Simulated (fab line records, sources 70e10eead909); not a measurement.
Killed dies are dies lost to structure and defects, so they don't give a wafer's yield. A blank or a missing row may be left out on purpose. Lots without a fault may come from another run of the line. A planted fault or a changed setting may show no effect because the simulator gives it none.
fab line records | flow nand_harc
record lots=24 wafers=72 last_day=24
route steps=1159 shown A_STAIRCASE@613
lots that met no fault: from a run of the same line without faults
start_h: hours from the record's first day to the start of the lot's first wafer shown | wait_h: hours since the lot's step before | " the same as in the row above | L1.1+2: a row that stands for several wafers | - no value, or no start given | * or withheld: withheld | < > ~ a bound
route shown NAME@n: a module of which the file shows steps, and the number in the route of the first | usual: mean/standard deviation of fault-free wafers | same: alike in all rows | chamber/n: place in a boat | sites: the reading at each site | _std_site: their standard deviation | _edge_site: outer sites' mean less inner sites' | radius_mm: how far each site lies from the wafer's centre | mask NAME#n: copy n | behind: the tool/chamber that last shaped the wafer | hold: why the lot was held/for how many hours/how that ended | device: the transistor (n, p or np) that didn't switch | end of line: the same wafers' tests at the end of the route | a step without rows: its recipe alone | killed: dies lost to structure and defects at the first sort, not the wafer's yield | map: a wafer's dies, x killed, . not, _ none there
set.NAME: the setting as run; set.NAME@STEP: as run at that earlier step | model.NAME: the simulator's own value behind a step, which no gauge read
steps of the route over a sample of lots; a table a step, a row a wafer
services: from which hour (start_h, from the record's first day; less than 0 if before it) a tool's chamber was out of use, for how many hours, and why
## steps
# step NHARC_A_STAIRCASE_DESCUM_219
# recipe time_s=3 o2_flow_sccm=200 ar_flow_sccm=0 bias_power_w=0 chemistry=O2
# usual drypump_motor_current_A=5.9/0.38 oes_product_au=0.998/0.0078 rf_vpp_V=57.8/0.89 showerhead_plenum_p_Torr=1.92/0.09 throttle_valve_pct=11.311/0.0086
# columns lot.wafer tool chamber start_h wait_h drypump_motor_current_A oes_product_au rf_hours_counter_h rf_vpp_V showerhead_plenum_p_Torr throttle_valve_pct
L074.2 rie_diel-12 3 254.32 - 5.5 1.002 15 57.1 2.00 11.304
L074.3 " 2 " " 5.8 1.004 15 57.9 1.94 11.309
L074.5 " 0 " " 5.8 0.979 - 57.3 2.07 11.309
L075.2 rie_diel-12 1 256.04 - 5.9 0.986 15 57.5 2.05 11.317
L075.6 " 3 " " 5.5 1.005 - 59.0 2.00 11.320
L075.5 " 0 " " 5.8 0.997 - 59.5 2.07 11.296
L076.2 rie_diel-12 2 260.72 - 5.8 0.991 18 58.3 1.94 11.306
L076.1 " 1 " " 5.9 0.998 17 59.5 2.05 11.300
L076.6 " 2 " " 5.8 1.004 - 58.7 1.94 11.308
L077.2 rie_diel-12 3 260.77 - 5.5 1.002 17 57.0 2.00 11.297
L077.4 " 1 " " 5.9 1.015 17 57.2 2.05 11.306
L077.3 " 2 " " 5.8 0.995 18 57.1 1.94 11.309
L078.1 rie_diel-05 0 271.14 - 5.8 0.988 35 58.8 1.95 11.308
L078.2 " 2 " " 6.2 0.995 38 57.8 2.02 11.299
L078.3 " 3 " " 6.6 0.988 31 58.2 1.91 11.302
L081.3 rie_diel-02 0 280.82 - 5.7 1.005 42 56.6 1.80 11.320
L081.2 " 2 " " 5.3 1.002 44 57.2 1.89 11.316
L081.5 " 3 " " 6.4 1.016 - 57.5 1.79 11.318
L080.1 rie_diel-05 0 281.98 - 5.8 0.992 39 57.3 1.95 11.291
L080.2 " 1 " " 5.9 1.018 39 57.9 1.91 11.306
L080.6 " 0 " " 5.8 0.997 - 59.2 1.95 11.324
L079.3 rie_diel-05 3 286.03 - 6.6 0.998 37 58.5 1.91 11.318
L079.2 " 1 " " 6.0 0.986 42 57.3 1.91 11.317
L079.4 " 2 " " 6.1 0.994 44 58.6 2.01 11.296
L082.3 rie_diel-12 1 294.40 - 5.9 0.994 29 56.2 2.05 11.301
L082.2 " 2 " " 5.8 0.995 30 58.7 1.93 11.316
L082.5 " 1 " " 5.9 1.000 - 58.8 2.05 11.310
L083.4 rie_diel-12 2 301.20 - 5.8 1.001 33 58.1 1.93 11.317
L083.2 " 3 " " 5.5 0.989 33 56.8 1.99 11.307
L083.3 " 0 " " 5.8 0.989 33 60.5 2.07 11.315
L084.2 rie_diel-05 3 302.54 - 6.6 0.989 45 57.8 1.91 11.301
L084.1 " 1 " " 5.9 0.993 48 58.6 1.91 11.316
L084.6 " 3 " " 6.6 0.997 - 58.3 1.90 11.311
L088.4 rie_diel-12 1 322.43 - 5.9 0.995 37 58.6 2.04 11.322
L088.5 " 0 " " 5.8 0.994 - 57.0 2.06 11.322
L088.6 " 1 " " 5.9 0.989 - 57.0 2.05 11.329
L085.2 rie_diel-02 0 323.23 - 5.7 1.005 56 57.4 1.79 11.301
L085.3 " 1 " " 6.2 1.013 55 57.6 1.79 11.318
L085.5 " 3 " " 6.4 1.005 - 55.2 1.79 11.298
L087.3 rie_diel-05 3 323.54 - 6.6 0.989 51 56.4 1.90 11.299
L087.2 " 1 " " 5.9 0.992 54 57.7 1.91 11.323
L087.5 " 2 " " 6.2 1.000 - 58.4 2.01 11.306
L089.2 rie_diel-05 3 338.01 - 6.6 0.994 59 58.3 1.90 11.312
L089.1 " 0 " " 5.8 0.999 64 58.0 1.94 11.306
L089.3 " 2 " " 6.2 0.996 63 58.3 2.01 11.318
L086.3 rie_diel-02 0 339.61 - 5.7 1.003 1 56.9 1.79 11.309
L086.5 " 3 " " 6.4 1.000 - 57.0 1.79 11.310
L086.6 " 0 " " 5.7 1.000 - 58.3 1.79 11.317
L090.1 rie_diel-02 0 339.90 - 5.7 1.006 1 57.8 1.79 11.317
L090.5 " 3 " " 6.4 1.001 - 57.3 1.79 11.292
L090.6 " 0 " " 5.7 1.008 - 57.1 1.79 11.298
L091.2 rie_diel-02 1 351.26 - 6.3 1.014 5 56.8 1.78 11.316
L091.5 " 1 " " 6.3 0.987 - 58.9 1.78 11.316
L091.6 " 2 " " 5.3 0.997 - 57.5 1.88 11.316
L094.2 rie_diel-02 1 353.28 - 6.3 0.991 6 57.3 1.78 11.310
L094.3 " 2 " " 5.3 0.994 9 57.4 1.88 11.322
L094.6 " 2 " " 5.3 0.993 - 57.4 1.88 11.299
L092.2 rie_diel-05 1 353.97 - 5.9 0.996 2 56.1 1.90 11.324
L092.1 " 2 " " 6.2 0.992 2 57.6 2.01 11.320
L092.4 " 0 " " 5.8 0.996 2 57.6 1.94 11.308
L093.3 rie_diel-05 3 358.51 - 6.6 1.007 5 57.8 1.90 11.308
L093.6 " 1 " " 5.9 1.010 - 58.0 1.90 11.312
L093.5 " 2 " " 6.2 0.994 - 59.4 2.01 11.313
L097.1 rie_diel-02 0 380.19 - 5.7 1.015 17 58.6 1.79 11.330
L097.2 " 1 " " 6.3 1.012 14 57.1 1.78 11.300
L097.4 " 2 " " 5.3 1.003 17 58.0 1.87 11.311
L096.2 rie_diel-05 2 385.85 - 6.2 1.002 10 57.5 2.00 11.311
L096.3 " 3 " " 6.6 1.007 15 56.1 1.90 11.307
L096.6 " 2 " " 6.2 1.004 - 58.4 2.00 11.308
L095.2 rie_diel-05 3 385.96 - 6.6 0.995 15 58.8 1.90 11.310
L095.1 " 0 " " 5.8 0.996 14 58.4 1.94 11.320
L095.5 " 1 " " 5.9 1.006 - 57.6 1.90 11.309
# step NHARC_A_STAIRCASE_ETCH_292
# recipe cf4_flow_sccm=100 chf3_flow_sccm=30 ar_flow_sccm=0 rf_w=500 bias_w=200 chemistry=CF4/CHF3
# usual drypump_motor_current_A=5.8/0.32 oes_product_au=0.940/0.02 rf_vpp_V=371.4/2.7 showerhead_plenum_p_Torr=1.60/0.074 throttle_valve_pct=16.802/0.0086
# columns lot.wafer tool chamber start_h wait_h drypump_motor_current_A oes_product_au rf_hours_counter_h rf_vpp_V showerhead_plenum_p_Torr throttle_valve_pct
L074.2 rie_diel-12 1 263.73 0.1 5.9 0.926 18 374.7 1.68 16.808
L074.3 " 2 " " 5.8 0.938 19 370.4 1.59 16.800
L074.5 " 0 " " 5.8 0.927 - 375.7 1.70 16.808
L075.2 rie_diel-05 2 264.72 0.1 6.1 0.960 37 372.9 1.65 16.801
L075.6 " 1 " " 5.9 0.966 - 370.1 1.57 16.803
L075.5 " 2 " " 6.1 0.955 - 372.8 1.65 16.790
L077.2 rie_diel-02 3 270.31 0.1 6.4 0.966 39 368.1 1.48 16.812
L077.3 " 0 " " 5.7 0.960 38 367.8 1.48 16.817
L077.4 " 0 " " 5.7 0.961 - 367.0 1.48 16.813
L076.2 rie_diel-05 3 272.64 0.1 6.6 0.929 32 370.8 1.57 16.801
L076.1 " 0 " " 5.8 0.922 35 369.7 1.60 16.795
L076.6 " 1 " " 5.9 0.938 - 369.6 1.57 16.800
L078.1 rie_diel-12 2 280.39 0.1 5.8 0.981 23 371.5 1.59 16.808
L078.3 " 0 " " 5.8 0.960 23 373.5 1.69 16.806
L078.2 " 1 " " 5.9 0.959 22 374.2 1.68 16.812
L081.3 rie_diel-12 2 290.21 0.1 5.8 0.922 27 371.9 1.59 16.811
L081.2 " 3 " " 5.5 0.917 28 372.4 1.64 16.811
L081.5 " 2 " " 5.8 0.919 - 370.3 1.59 16.808
L080.1 rie_diel-12 3 290.27 0.1 5.5 0.927 28 373.4 1.64 16.801
L080.2 " 1 " " 5.9 0.933 27 375.1 1.68 16.811
L080.6 " 2 " " 5.8 0.934 - 371.6 1.59 16.817
L079.3 rie_diel-12 0 293.98 0.1 5.8 0.910 30 374.6 1.69 16.788
L079.2 " 1 " " 5.9 0.922 28 373.0 1.68 16.791
L079.4 " 2 " " 5.8 0.934 30 371.1 1.59 16.810
L082.3 rie_diel-12 3 306.15 0.1 5.5 0.982 35 372.0 1.64 16.806
L082.2 " 0 " " 5.8 0.940 34 375.1 1.69 16.800
L082.5 " 2 " " 5.8 0.966 - 370.6 1.59 16.796
L083.4 rie_diel-12 0 312.51 0.1 5.7 0.918 35 374.4 1.69 16.803
L083.3 " 1 " " 5.9 0.921 33 374.6 1.68 16.809
L083.2 " 2 " " 5.8 0.928 35 371.9 1.59 16.810
L084.2 rie_diel-02 3 313.58 0.1 6.4 0.931 54 367.8 1.48 16.815
L084.1 " 1 " " 6.3 0.933 50 368.3 1.48 16.814
L084.6 " 3 " " 6.4 0.926 - 368.3 1.48 16.800
L088.4 rie_diel-05 3 331.31 0.1 6.6 0.921 55 370.7 1.56 16.789
L088.5 " 3 " " 6.6 0.922 - 369.3 1.56 16.794
L088.6 " 0 " " 5.8 0.923 - 371.3 1.60 16.799
L085.2 rie_diel-12 0 333.05 0.1 5.8 0.965 45 374.6 1.69 16.793
L085.3 " 2 " " 5.8 0.956 43 371.7 1.59 16.792
L085.5 " 0 " " 5.8 0.963 - 375.4 1.69 16.800
L087.3 rie_diel-12 0 335.39 0.6 5.8 0.918 45 373.4 1.69 16.803
L087.2 " 1 " " 5.9 0.927 43 374.0 1.67 16.805
L087.5 " 2 " " 5.8 0.920 - 371.1 1.59 16.820
L086.3 rie_diel-02 0 348.95 0.3 5.7 0.944 6 367.4 1.48 16.801
L086.5 " 3 " " 6.4 0.952 - 367.3 1.47 16.801
L086.6 " 0 " " 5.7 0.935 - 366.9 1.48 16.814
L090.1 rie_diel-12 0 349.18 0.2 5.8 0.913 53 373.7 1.69 16.810
L090.5 " 3 " " 5.5 0.924 - 372.1 1.63 16.793
L090.6 " 0 " " 5.8 0.922 - 373.7 1.69 16.823
L089.2 rie_diel-05 1 350.16 0.1 6.0 0.961 0 369.7 1.57 16.809
L089.3 " 2 " " 6.1 0.971 0 373.1 1.65 16.811
L089.1 " 0 " " 5.8 0.944 0 372.7 1.59 16.803
L091.2 rie_diel-02 2 362.72 0.1 5.3 0.921 12 370.1 1.54 16.809
L091.5 " 1 " " 6.3 0.918 - 366.2 1.47 16.791
L091.6 " 2 " " 5.3 0.912 - 370.4 1.54 16.798
L094.3 rie_diel-12 0 366.26 0.1 5.8 0.913 58 374.1 1.68 16.804
L094.2 " 3 " " 5.5 0.923 58 373.3 1.63 16.794
L094.6 " 1 " " 5.9 0.924 - 373.6 1.67 16.795
L092.2 rie_diel-02 2 367.22 0.1 5.2 0.917 13 369.7 1.55 16.789
L092.4 " 3 " " 6.4 0.915 14 366.1 1.47 16.797
L092.1 " 0 " " 5.7 0.925 13 367.5 1.48 16.789
L093.3 rie_diel-02 2 368.35 0.1 5.3 0.964 14 370.4 1.54 16.800
L093.5 " 0 " " 5.7 0.962 - 366.1 1.48 16.797
L093.6 " 1 " " 6.2 0.953 - 367.4 1.47 16.805
L097.4 rie_diel-12 2 389.72 0.1 5.8 0.956 0 368.8 1.58 16.797
L097.1 " 0 " " 5.8 0.946 0 375.5 1.68 16.825
L097.2 " 1 " " 5.9 0.947 0 373.7 1.67 16.789
L096.2 rie_diel-12 3 394.16 0.1 5.5 0.947 3 374.0 1.63 16.795
L096.3 " 1 " " 5.9 0.959 3 374.2 1.67 16.805
L096.6 " 3 " " 5.5 0.949 - 372.5 1.63 16.814
L095.1 rie_diel-12 3 394.96 0.1 5.5 0.935 3 372.8 1.63 16.801
L095.2 " 0 " " 5.7 0.954 4 374.9 1.68 16.799
L095.5 " 3 " " 5.5 0.948 - 372.7 1.63 16.791
# step NHARC_A_STAIRCASE_DESCUM_312
# recipe time_s=3 o2_flow_sccm=200 ar_flow_sccm=0 bias_power_w=0 chemistry=O2
# usual drypump_motor_current_A=5.8/0.35 oes_product_au=0.999/0.0087 rf_vpp_V=58.0/0.89 showerhead_plenum_p_Torr=1.94/0.096 throttle_valve_pct=11.312/0.0088
# columns lot.wafer tool chamber start_h wait_h drypump_motor_current_A oes_product_au rf_hours_counter_h rf_vpp_V showerhead_plenum_p_Torr throttle_valve_pct
L074.2 rie_diel-12 3 272.19 - 5.5 0.997 21 58.7 2.00 11.322
L074.3 " 1 " " 5.9 0.997 20 59.6 2.05 11.319
L074.5 " 3 " " 5.5 0.995 - 57.7 2.00 11.313
L075.2 rie_diel-05 0 274.01 - 5.8 1.003 36 59.1 1.95 11.315
L075.5 " 0 " " 5.8 0.998 - 58.2 1.95 11.330
L075.6 " 1 " " 5.9 1.003 - 59.3 1.91 11.305
L077.4 rie_diel-12 0 278.48 - 5.8 0.989 22 58.9 2.07 11.315
L077.3 " 1 " " 5.9 0.995 22 58.3 2.05 11.325
L077.2 " 3 " " 5.5 1.000 22 58.3 2.00 11.302
L076.1 rie_diel-05 0 279.83 - 5.8 0.995 38 56.9 1.95 11.311
L076.2 " 2 " " 6.2 1.000 41 57.3 2.02 11.308
L076.6 " 0 " " 5.8 1.010 - 59.9 1.95 11.305
L078.1 rie_diel-12 3 287.23 - 5.5 0.988 27 56.8 2.00 11.307
L078.3 " 1 " " 5.9 1.000 24 57.9 2.05 11.317
L078.2 " 2 " " 5.8 0.996 25 57.6 1.93 11.333
L081.3 rie_diel-02 2 295.72 - 5.3 1.003 52 57.9 1.88 11.302
L081.2 " 3 " " 6.5 1.008 51 58.1 1.79 11.328
L081.5 " 0 " " 5.7 1.007 - 57.8 1.80 11.316
L080.1 rie_diel-12 2 296.08 - 5.8 0.992 31 58.7 1.93 11.315
L080.2 " 3 " " 5.5 0.975 31 57.7 2.00 11.323
L080.6 " 2 " " 5.8 0.984 - 60.3 1.93 11.300
L079.3 rie_diel-02 0 299.15 - 5.7 0.999 51 56.9 1.80 11.327
L079.2 " 1 " " 6.3 0.994 49 56.4 1.79 11.322
L079.4 " 2 " " 5.3 1.000 53 58.4 1.88 11.311
L082.3 rie_diel-12 1 313.77 - 5.9 0.995 34 58.3 2.05 11.307
L082.2 " 2 " " 5.8 0.987 35 59.0 1.93 11.322
L082.5 " 1 " " 5.9 0.992 - 57.4 2.05 11.305
L083.2 rie_diel-02 2 317.56 - 5.3 0.986 57 56.8 1.88 11.316
L083.4 " 3 " " 6.4 0.994 55 59.1 1.79 11.309
L083.3 " 0 " " 5.7 1.007 54 57.4 1.79 11.310
L084.2 rie_diel-05 0 319.81 - 5.8 0.998 54 59.1 1.94 11.316
L084.1 " 1 " " 5.9 0.997 53 58.4 1.91 11.291
L084.6 " 1 " " 5.9 1.005 - 59.5 1.91 11.328
L088.4 rie_diel-12 3 337.04 - 5.5 0.997 46 57.8 1.99 11.326
L088.5 " 2 " " 5.8 0.990 - 58.1 1.93 11.304
L088.6 " 3 " " 5.5 0.994 - 59.7 1.99 11.326
L085.3 rie_diel-02 2 338.08 - 5.3 0.991 1 57.8 1.88 11.305
L085.2 " 0 " " 5.7 1.014 1 57.2 1.79 11.310
L085.5 " 0 " " 5.7 1.022 - 56.5 1.79 11.298
L087.3 rie_diel-12 0 340.54 - 5.8 0.994 49 59.0 2.06 11.311
L087.2 " 1 " " 5.9 1.000 47 58.6 2.04 11.330
L087.5 " 3 " " 5.5 0.997 - 58.1 1.99 11.310
L086.3 rie_diel-12 0 354.12 - 5.8 0.988 56 57.8 2.06 11.308
L086.6 " 0 " " 5.8 0.992 - 57.4 2.06 11.318
L086.5 " 1 " " 5.9 1.009 - 58.9 2.04 11.314
L090.1 rie_diel-12 1 357.78 - 5.9 1.000 56 57.8 2.04 11.308
L090.6 " 1 " " 5.9 1.004 - 58.9 2.04 11.310
L090.5 " 2 " " 5.8 1.000 - 57.5 1.93 11.328
L089.3 rie_diel-02 2 358.56 - 5.3 1.003 12 58.4 1.88 11.303
L089.2 " 0 " " 5.7 1.018 11 57.2 1.79 11.310
L089.1 " 1 " " 6.3 1.007 8 56.4 1.78 11.309
L091.2 rie_diel-12 0 370.70 - 5.8 1.001 59 57.4 2.06 11.296
L091.6 " 2 " " 5.8 1.000 - 56.7 1.93 11.311
L091.5 " 3 " " 5.5 0.996 - 58.2 1.99 11.313
L094.2 rie_diel-02 1 372.67 - 6.3 1.002 12 58.0 1.78 11.309
L094.3 " 2 " " 5.3 0.988 16 58.1 1.88 11.323
L094.6 " 3 " " 6.4 1.010 - 57.6 1.78 11.316
L092.4 rie_diel-12 3 375.13 - 5.5 0.998 60 58.6 1.99 11.320
L092.1 " 1 " " 5.9 1.001 59 57.5 2.04 11.312
L092.2 " 2 " " 5.8 0.995 49 57.3 1.93 11.315
L093.3 rie_diel-05 2 375.74 - 6.2 1.000 6 58.7 2.01 11.317
L093.5 " 3 " " 6.7 0.998 - 57.7 1.90 11.317
L093.6 " 0 " " 5.8 1.007 - 59.3 1.94 11.321
L097.2 rie_diel-02 0 395.77 - 5.7 1.010 25 59.7 1.79 11.301
L097.4 " 2 " " 5.3 0.995 24 58.5 1.87 11.308
L097.1 " 3 " " 6.4 1.005 25 57.4 1.78 11.308
L096.3 rie_diel-12 3 400.12 - 5.5 0.987 6 57.9 1.98 11.312
L096.2 " 1 " " 5.9 1.008 6 58.6 2.04 11.298
L096.6 " 0 " " 5.7 1.011 - 57.5 2.05 11.322
L095.1 rie_diel-05 1 400.50 - 5.9 1.002 19 57.5 1.90 11.304
L095.2 " 2 " " 6.2 1.003 16 57.8 2.00 11.317
L095.5 " 3 " " 6.6 1.001 - 56.7 1.89 11.318
# step NHARC_A_STAIRCASE_ALD_415
# recipe target_thk_a=300 pulse_time_s=6 ald_cycles=300 temp_c=300 material=SiO2
# usual heater_power_w=478/33 precursor_pulse_height_rel=1.001/0.019
# columns lot.wafer tool chamber start_h wait_h heater_power_w precursor_pulse_height_rel
L074.2 ald_hk-04 2 274.28 0.3 502 1.005
L074.3 " 3 " " 480 1.014
L074.5 " 1 " " 388 0.978
L075.2 ald_hk-04 0 276.46 0.5 484 1.004
L075.5 " 2 " " 503 1.016
L075.6 " 3 " " 473 1.000
L077.4 ald_hk-03 2 281.46 1.1 519 1.025
L077.2 " 3 " " 526 1.026
L077.3 " 0 " " 472 0.978
L076.1 ald_hk-04 3 285.05 3.4 474 1.021
L076.2 " 0 " " 471 1.010
L076.6 " 1 " " 391 0.997
L078.1 ald_hk-03 3 289.32 0.1 509 0.963
L078.3 " 0 " " 462 0.978
L078.2 " 2 " " 509 0.986
L080.1 ald_hk-03 1 298.54 0.7 466 0.994
L080.2 " 2 " " 529 1.012
L080.6 " 0 " " 454 0.983
L081.2 ald_hk-04 3 299.87 1.9 463 0.994
L081.3 " 0 " " 473 1.031
L081.5 " 2 " " 495 1.008
L079.3 ald_hk-03 3 303.39 2.4 507 0.992
L079.4 " 0 " " 459 1.035
L079.2 " 2 " " 518 0.990
L082.3 ald_hk-03 0 317.50 0.2 477 0.965
L082.2 " 2 " " 520 1.002
L082.5 " 0 " " 477 1.002
L083.4 ald_hk-04 3 319.66 0.3 471 0.980
L083.2 " 0 " " 479 0.986
L083.3 " 1 " " 382 1.015
L084.1 ald_hk-03 0 321.91 0.3 470 0.984
L084.2 " 2 " " 536 1.007
L084.6 " 0 " " 456 0.998
L088.4 ald_hk-01 1 339.03 0.1 508 1.002
L088.6 " 1 " " 495 0.989
L088.5 " 2 " " 500 1.016
L085.2 ald_hk-03 0 340.19 0.1 486 0.999
L085.3 " 3 " " 512 1.025
L085.5 " 1 " " 462 0.997
L087.3 ald_hk-01 2 343.30 0.3 501 0.991
L087.2 " 3 " " 443 1.011
L087.5 " 1 " " 512 0.990
L086.3 ald_hk-03 2 356.59 0.3 490 0.985
L086.6 " 1 " " 460 1.051
L086.5 " 2 " " 487 0.984
L090.1 ald_hk-03 3 360.12 0.5 511 1.003
L090.5 " 1 " " 472 1.010
L090.6 " 2 " " 494 0.989
L089.2 ald_hk-03 0 361.05 0.7 497 1.008
L089.3 " 1 " " 455 0.986
L089.1 " 3 " " 496 1.004
L091.2 ald_hk-01 3 373.01 0.5 447 0.984
L091.5 " 1 " " 509 1.010
L091.6 " 2 " " 495 1.006
L094.3 ald_hk-01 2 374.78 0.3 488 1.006
L094.2 " 3 " " 442 0.950
L094.6 " 2 " " 508 1.006
L092.1 ald_hk-03 0 377.04 0.1 485 1.003
L092.4 " 2 " " 478 1.030
L092.2 " 3 " " 514 0.972
L093.3 ald_hk-01 3 377.69 0.1 465 1.014
L093.6 " 3 " " 451 1.001
L093.5 " 0 " " 471 0.993
L097.1 ald_hk-04 1 398.03 0.3 404 0.967
L097.4 " 2 " " 513 1.004
L097.2 " 3 " " 450 1.015
L096.2 ald_hk-01 3 402.21 0.3 436 1.006
L096.3 " 1 " " 505 1.043
L096.6 " 3 " " 444 1.013
L095.1 ald_hk-04 0 402.44 0.1 451 1.018
L095.2 " 2 " " 493 0.982
L095.5 " 1 " " 390 0.994
# step NHARC_A_STAIRCASE_DEP_322
# recipe target_thk_a=38000 temp_c=400 target_thk_nm=3800 teos_flow_sccm=200 rf_w=500 material=SiO2
# usual heater_power_w=658/110
# columns lot.wafer tool chamber start_h wait_h heater_power_w
L074.3 pecvd-04 1 298.77 0.1 808
L074.2 " 0 " " 633
L074.5 " 1 " " 650
L075.2 pecvd-02 1 298.87 0.2 850
L075.5 " 0 " " 695
L075.6 " 2 " " 608
L077.3 pecvd-04 1 307.30 0.1 749
L077.2 " 0 " " 567
L077.4 " 0 " " 515
L076.1 pecvd-01 2 307.31 0.1 604
L076.2 " 0 " " 593
L076.6 " 1 " " 476
L078.3 pecvd-04 1 310.91 0.1 757
L078.1 " 2 " " 756
L078.2 " 0 " " 605
L081.2 pecvd-04 0 322.06 0.1 594
L081.3 " 2 " " 727
L081.5 " 0 " " 517
L080.1 pecvd-01 0 322.06 0.1 693
L080.2 " 2 " " 553
L080.6 " 2 " " 502
L079.3 pecvd-01 2 328.02 0.1 569
L079.2 " 0 " " 631
L079.4 " 2 " " 494
L083.2 pecvd-04 1 340.99 0.1 781
L083.3 " 2 " " 618
L083.4 " 0 " " 507
L082.2 pecvd-01 0 340.99 0.1 726
L082.3 " 2 " " 620
L082.5 " 2 " " 494
L084.1 pecvd-02 0 351.11 0.2 889
L084.2 " 1 " " 844
L084.6 " 2 " " 637
L085.2 pecvd-04 1 361.23 0.2 739
L085.3 " 2 " " 729
L085.5 " 1 " " 638
L088.5 pecvd-01 2 361.42 0.3 490
L088.6 " 0 " " 572
L088.4 " 1 " " 493
L087.2 pecvd-02 0 374.51 0.1 880
L087.3 " 2 " " 676
L087.5 " 0 " " 739
L086.3 pecvd-02 1 377.66 0.1 865
L086.5 " 1 " " 726
L086.6 " 0 " " 757
L089.1 pecvd-01 1 385.43 0.2 582
L089.2 " 2 " " 613
L089.3 " 0 " " 708
L090.1 pecvd-02 2 385.83 0.6 713
L090.5 " 1 " " 731
L090.6 " 2 " " 625
L091.2 pecvd-02 1 395.06 0.3 866
L091.5 " 2 " " 641
L091.6 " 1 " " 724
L094.3 pecvd-01 0 395.08 0.3 654
L094.2 " 1 " " 511
L094.6 " 1 " " 476
L092.2 pecvd-02 2 401.95 0.2 752
L092.1 " 0 " " 924
L092.4 " 2 " " 642
L093.3 pecvd-04 1 401.95 0.2 690
L093.6 " 0 " " 487
L093.5 " 2 " " 638
L097.1 pecvd-04 0 421.06 0.3 591
L097.2 " 1 " " 781
L097.4 " 0 " " 489
L096.2 pecvd-02 1 421.16 0.4 884
L096.3 " 0 " " 777
L096.6 " 2 " " 613
L095.2 pecvd-02 2 421.72 0.9 775
L095.1 " 1 " " 833
L095.5 " 1 " " 709
# step NHARC_A_STAIRCASE_CMP_152
# usual motor_current_A=12.1/0.82 retaining_ring_pressure_frac=0.999/0.0046
# columns lot.wafer tool chamber start_h wait_h motor_current_A retaining_ring_pressure_frac
L075.2 cmp-01 0 317.80 0.1 11.9 0.996
L075.5 " 2 " " 12.4 1.000
L075.6 " 3 " " 11.3 1.003
L074.2 cmp-04 3 318.05 0.1 12.5 1.003
L074.3 " 2 " " 11.2 1.007
L074.5 " 3 " " 12.8 0.999
L077.3 cmp-02 1 329.24 0.1 11.9 0.996
L077.4 " 2 " " 10.6 0.984
L077.2 " 3 " " 11.2 0.993
L078.2 cmp-01 1 329.33 0.1 11.8 0.995
L078.1 " 2 " " 12.6 1.004
L078.3 " 3 " " 11.9 1.000
L076.2 cmp-04 3 329.51 0.1 13.0 1.004
L076.1 " 1 " " 13.3 0.998
L076.6 " 3 " " 12.5 1.001
L081.3 cmp-01 3 341.96 0.1 11.8 1.009
L081.2 " 1 " " 11.2 0.999
L081.5 " 2 " " 12.6 1.002
L080.2 cmp-02 1 342.39 0.1 12.2 0.987
L080.1 " 2 " " 11.0 0.998
L080.6 " 0 " " 14.2 0.997
L079.3 cmp-02 2 347.85 0.1 10.9 1.001
L079.2 " 3 " " 11.8 1.001
L079.4 " 1 " " 12.6 1.000
L082.3 cmp-02 3 359.92 0.1 10.8 0.993
L082.2 " 0 " " 14.1 0.992
L082.5 " 3 " " 11.4 0.993
L083.3 cmp-04 0 360.18 0.1 11.7 1.002
L083.4 " 1 " " 12.8 1.002
L083.2 " 3 " " 12.5 0.999
L084.2 cmp-01 0 370.74 0.1 10.8 1.001
L084.1 " 1 " " 12.0 1.002
L084.6 " 0 " " 11.6 1.006
L085.3 cmp-01 0 383.31 0.1 11.7 1.001
L085.2 " 1 " " 11.6 0.990
L085.5 " 3 " " 12.2 0.996
L088.4 cmp-04 1 383.43 0.1 13.4 1.005
L088.6 " 1 " " 12.9 1.001
L088.5 " 2 " " 11.6 1.002
L087.2 cmp-01 1 395.73 0.1 12.0 1.000
L087.3 " 0 " " 11.6 0.998
L087.5 " 2 " " 12.8 0.996
L086.3 cmp-04 0 396.08 0.1 12.5 1.000
L086.5 " 0 " " 13.0 0.997
L086.6 " 1 " " 13.2 0.999
L089.1 cmp-01 1 405.31 0.1 12.0 0.997
L089.3 " 3 " " 11.6 1.009
L089.2 " 0 " " 11.6 0.995
L090.1 cmp-04 0 405.77 0.1 12.1 0.996
L090.5 " 2 " " 11.4 1.007
L090.6 " 3 " " 12.0 0.997
L091.2 cmp-02 3 415.86 0.1 11.9 1.004
L091.6 " 3 " " 11.3 0.997
L091.5 " 0 " " 14.5 1.006
L094.3 cmp-01 3 415.90 0.1 11.8 0.997
L094.2 " 0 " " 11.5 0.994
L094.6 " 0 " " 11.8 0.992
L092.4 cmp-01 3 420.00 0.1 11.9 1.003
L092.2 " 0 " " 10.8 0.990
L092.1 " 1 " " 12.3 1.005
L093.3 cmp-01 2 420.59 0.1 12.1 1.001
L093.6 " 0 " " 11.6 0.999
L093.5 " 1 " " 11.6 0.996
L097.4 cmp-01 0 440.71 0.1 12.1 1.001
L097.2 " 1 " " 12.6 0.999
L097.1 " 2 " " 11.8 0.995
L096.3 cmp-04 3 440.73 0.1 12.8 0.993
L096.2 " 1 " " 12.4 1.003
L096.6 " 2 " " 11.4 0.996
L095.2 cmp-02 0 442.14 0.1 14.2 1.000
L095.1 " 1 " " 11.7 0.999
L095.5 " 3 " " 11.7 0.987
## services
# columns tool chamber start_h hours kind
cmp-04 - 233.71 3.7 repair
pecvd-01 - 237.00 13.0 pm
cmp-01 - 261.69 2.4 repair
rie_diel-02 2 269.84 3.8 repair
cmp-01 - 277.59 4.0 pm
rie_diel-02 1 290.03 6.3 repair
cmp-04 - 290.66 0.5 repair
cmp-01 - 300.44 0.3 repair
cmp-04 - 301.81 4.0 pm
cmp-01 - 324.13 4.5 repair
rie_diel-02 - 328.07 9.0 pm
pecvd-02 - 334.40 13.0 pm
rie_diel-12 2 339.80 17.4 repair
rie_diel-05 - 340.66 9.0 pm
cmp-04 - 345.53 3.7 repair
cmp-01 - 349.29 0.6 repair
ald_hk-03 - 351.92 0.4 repair
rie_diel-05 2 360.06 14.7 repair
cmp-01 - 375.59 4.0 pm
pecvd-04 - 376.49 13.0 pm
rie_diel-12 - 379.51 9.0 pm
cmp-04 - 399.81 4.0 pm
pecvd-04 2 414.33 10.2 repair
pecvd-01 - 418.00 13.0 pm
## key
fault none
